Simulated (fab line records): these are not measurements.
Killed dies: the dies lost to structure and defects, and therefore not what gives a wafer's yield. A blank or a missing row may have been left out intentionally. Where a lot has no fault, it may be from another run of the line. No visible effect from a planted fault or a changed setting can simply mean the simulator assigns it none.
What tool caused it? || flow nandHarc || Sampling: 6 lots, 18 wafers, 4 of 1302 route steps

== WHAT EACH GAUGE READ, for each wafer ==
NHARC_A_M1_CD_MEAS_09 targets a cd of 120 nm.
{"lot": "L900", "measured": "day 25 14:24", "on": "cdSem-01", "cdNm (nm)": "119.6 120.6 120.2"}
{"lot": "L901", "measured": "day 25 18:32", "on": "cdSem-03", "cdNm (nm)": "120.5 120.3 120.2"}
{"lot": "L906", "measured": "day 27 04:07", "on": "cdSem-03", "cdNm (nm)": "121.3 120.6 121.1"}
{"lot": "L913", "measured": "day 30 10:59", "on": "cdSem-03", "cdNm (nm)": "109.6 109.5 109.1"}
{"lot": "L915", "measured": "day 31 07:05", "on": "cdSem-02", "cdNm (nm)": "119.7 119.9 120.0"}
{"lot": "L918", "measured": "day 32 20:20", "on": "cdSem-03", "cdNm (nm)": "119.8 120.4 119.9"}

== EACH LOT AND THE TOOL THAT RAN IT (in order: tool; ch and the chambers of the sampled wafers; start) ==
{"lot": "L900", "NHARC_A_M0_CMP_23": "cmp-02 ch 0,1,2, day 25 12:43", "NHARC_A_M0_PRE_CLEAN_31": "pecvd-03 ch 0,1, day 25 13:13", "NHARC_A_M1_PEB_07": "lithoTrack-04 ch 0, day 25 14:19"}
{"lot": "L901", "NHARC_A_M0_CMP_23": "cmp-03 ch 1,2,3, day 25 16:52", "NHARC_A_M0_PRE_CLEAN_31": "pecvd-03 ch 1,2, day 25 17:22", "NHARC_A_M1_PEB_07": "lithoTrack-01 ch 0, day 25 18:27"}
{"lot": "L906", "NHARC_A_M0_CMP_23": "cmp-03 ch 0,2, day 27 02:23", "NHARC_A_M0_PRE_CLEAN_31": "pecvd-03 ch 1,2, day 27 02:55", "NHARC_A_M1_PEB_07": "lithoTrack-06 ch 0, day 27 04:02"}
{"lot": "L913", "NHARC_A_M0_CMP_23": "cmp-03 ch 0,3, day 30 09:14", "NHARC_A_M0_PRE_CLEAN_31": "pecvd-02 ch 0,2, day 30 09:47", "NHARC_A_M1_PEB_07": "lithoTrack-04 ch 0, day 30 10:55"}
{"lot": "L915", "NHARC_A_M0_CMP_23": "cmp-03 ch 0,1, day 31 05:19", "NHARC_A_M0_PRE_CLEAN_31": "pecvd-01 ch 1,2, day 31 05:53", "NHARC_A_M1_PEB_07": "lithoTrack-06 ch 0, day 31 07:00"}
{"lot": "L918", "NHARC_A_M0_CMP_23": "cmp-02 ch 0,1, day 32 18:18", "NHARC_A_M0_PRE_CLEAN_31": "pecvd-03 ch 0,1, day 32 18:52", "NHARC_A_M1_PEB_07": "lithoTrack-01 ch 0, day 32 20:15"}
- NHARC_A_M0_CMP_23: polishes, t overpolish 20 s, target thk 113.75 nm.
- NHARC_A_M0_PRE_CLEAN_31: time 12 s.
- NHARC_A_M1_PEB_07: peb time 65 s.

== THE ANSWER, worked out from the rows above alone ==
Rule: usual is defined by the lots themselves. Put in order of their means at a reading, lots are off if they are a third of the lots or fewer, leave a main group of 4 or more, and stand apart from it by a gap of 3 or more times the standard deviation of the main group's means; of several such gaps the widest counts. The tables above print the reading to a certain number of digits; a main group whose means all agree to those digits is not used. A lot without any number at a reading at which 4 lots or more have one is off too. Where the step has rows for the other lots, those lots are counted as sound.
Off: L913, at NHARC_A_M1_CD_MEAS_09 (cdNm). For the main group the mean is 120.3 nm and the standard deviation 0.39.
A tool fits if, at a process step before that reading, it ran every lot that is off, and no sound lot after the first of them. Gauges at NHARC_A_M1_CD_MEAS_09: tried the same way as those tools. Can't be told from this: 2 tools fit, pecvd-02 at NHARC_A_M0_PRE_CLEAN_31, lithoTrack-04 at NHARC_A_M1_PEB_07.

== WHAT THE SIMULATOR HAD PUT IN ==
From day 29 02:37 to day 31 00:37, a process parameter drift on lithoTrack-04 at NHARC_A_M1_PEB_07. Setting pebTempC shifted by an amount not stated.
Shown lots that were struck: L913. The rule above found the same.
